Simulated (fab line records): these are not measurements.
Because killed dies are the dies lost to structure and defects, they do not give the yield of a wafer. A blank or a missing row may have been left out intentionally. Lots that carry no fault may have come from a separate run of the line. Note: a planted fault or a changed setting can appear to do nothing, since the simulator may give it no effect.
Matching of chambers / flow n5-finfet / N5_BEOL_M0_SAQP_SPACER1_ETCHBACK_99 on rie-diel-04 has 4 sister chambers
The step etches SiO2 in CHF3/O2, target depth 15.4 nm, time 7.7 s. 14 wafers are shown with their chamber, then 7 later ones without.

EACH WAFER AND ITS CHAMBER
wafer=L418.1; chamber=3; drypump-motor-current-A (A)=5.7; rf-vpp-V (V)=521; showerhead-plenum-p-Torr (Torr)=2.46
wafer=L418.4; chamber=0; drypump-motor-current-A (A)=5.6; rf-vpp-V (V)=527; showerhead-plenum-p-Torr (Torr)=2.42
wafer=L418.5; chamber=1; drypump-motor-current-A (A)=6.3; rf-vpp-V (V)=537; showerhead-plenum-p-Torr (Torr)=2.50
wafer=L421.1; chamber=3; drypump-motor-current-A (A)=5.7; rf-vpp-V (V)=521; showerhead-plenum-p-Torr (Torr)=2.45
wafer=L421.2; chamber=2; drypump-motor-current-A (A)=5.8; rf-vpp-V (V)=537; showerhead-plenum-p-Torr (Torr)=2.52
wafer=L421.6; chamber=2; drypump-motor-current-A (A)=5.7; rf-vpp-V (V)=537; showerhead-plenum-p-Torr (Torr)=2.52
wafer=L422.1; chamber=1; drypump-motor-current-A (A)=6.3; rf-vpp-V (V)=538; showerhead-plenum-p-Torr (Torr)=2.50
wafer=L422.3; chamber=0; drypump-motor-current-A (A)=5.6; rf-vpp-V (V)=528; showerhead-plenum-p-Torr (Torr)=2.41
wafer=L422.5; chamber=1; drypump-motor-current-A (A)=6.3; rf-vpp-V (V)=537; showerhead-plenum-p-Torr (Torr)=2.50
wafer=L423.2; chamber=3; drypump-motor-current-A (A)=5.7; rf-vpp-V (V)=521; showerhead-plenum-p-Torr (Torr)=2.45
wafer=L423.3; chamber=2; drypump-motor-current-A (A)=5.7; rf-vpp-V (V)=539; showerhead-plenum-p-Torr (Torr)=2.51
wafer=L423.4; chamber=0; drypump-motor-current-A (A)=5.6; rf-vpp-V (V)=530; showerhead-plenum-p-Torr (Torr)=2.41
wafer=L438.2; chamber=3; drypump-motor-current-A (A)=5.7; rf-vpp-V (V)=520; showerhead-plenum-p-Torr (Torr)=2.44
wafer=L438.4; chamber=2; drypump-motor-current-A (A)=5.7; rf-vpp-V (V)=538; showerhead-plenum-p-Torr (Torr)=2.50

SIGNATURES, as means of the wafers listed above
reading=drypump-motor-current-A; chamber 0=5.600; chamber 1=6.300; chamber 2=5.725; chamber 3=5.700; scatter within a chamber=0.0274
reading=rf-vpp-V; chamber 0=528.33; chamber 1=537.33; chamber 2=537.75; chamber 3=520.75; scatter within a chamber=0.94
reading=showerhead-plenum-p-Torr; chamber 0=2.4133; chamber 1=2.5000; chamber 2=2.5125; chamber 3=2.4500; scatter within a chamber=0.00736
Rule: distance of a wafer from a chamber = root of the sum over the readings of ((wafer's reading minus chamber's mean) / reading's scatter) squared. If the next closest chamber is less than 2 further off than the closest, the wafer can't be placed; otherwise it belongs to the closest. The scatter: the root of (the sum of the squares of (reading less its chamber's mean) over the shown wafers, divided by (wafers less chambers)).

WAFERS MISSING THEIR CHAMBER
wafer=L438.5; drypump-motor-current-A (A)=5.7; rf-vpp-V (V)=538; showerhead-plenum-p-Torr (Torr)=2.50
wafer=L437.1; drypump-motor-current-A (A)=5.7; rf-vpp-V (V)=521; showerhead-plenum-p-Torr (Torr)=2.44
wafer=L437.3; drypump-motor-current-A (A)=5.7; rf-vpp-V (V)=538; showerhead-plenum-p-Torr (Torr)=2.50
wafer=L437.6; drypump-motor-current-A (A)=5.7; rf-vpp-V (V)=537; showerhead-plenum-p-Torr (Torr)=2.50
wafer=L440.1; drypump-motor-current-A (A)=6.3; rf-vpp-V (V)=537; showerhead-plenum-p-Torr (Torr)=2.48
wafer=L440.4; drypump-motor-current-A (A)=5.7; rf-vpp-V (V)=538; showerhead-plenum-p-Torr (Torr)=2.50
wafer=L440.6; drypump-motor-current-A (A)=5.7; rf-vpp-V (V)=537; showerhead-plenum-p-Torr (Torr)=2.50

CHAMBER TAKEN BY EACH
wafer=L438.5; from the rows above=2; in truth=2
wafer=L437.1; from the rows above=3; in truth=3
wafer=L437.3; from the rows above=2; in truth=2
wafer=L437.6; from the rows above=2; in truth=2
wafer=L440.1; from the rows above=1; in truth=1
wafer=L440.4; from the rows above=2; in truth=2
wafer=L440.6; from the rows above=2; in truth=2
Correctly placed: 7 of 7. Can't be placed from these rows: 0. Number placed wrongly: 0.
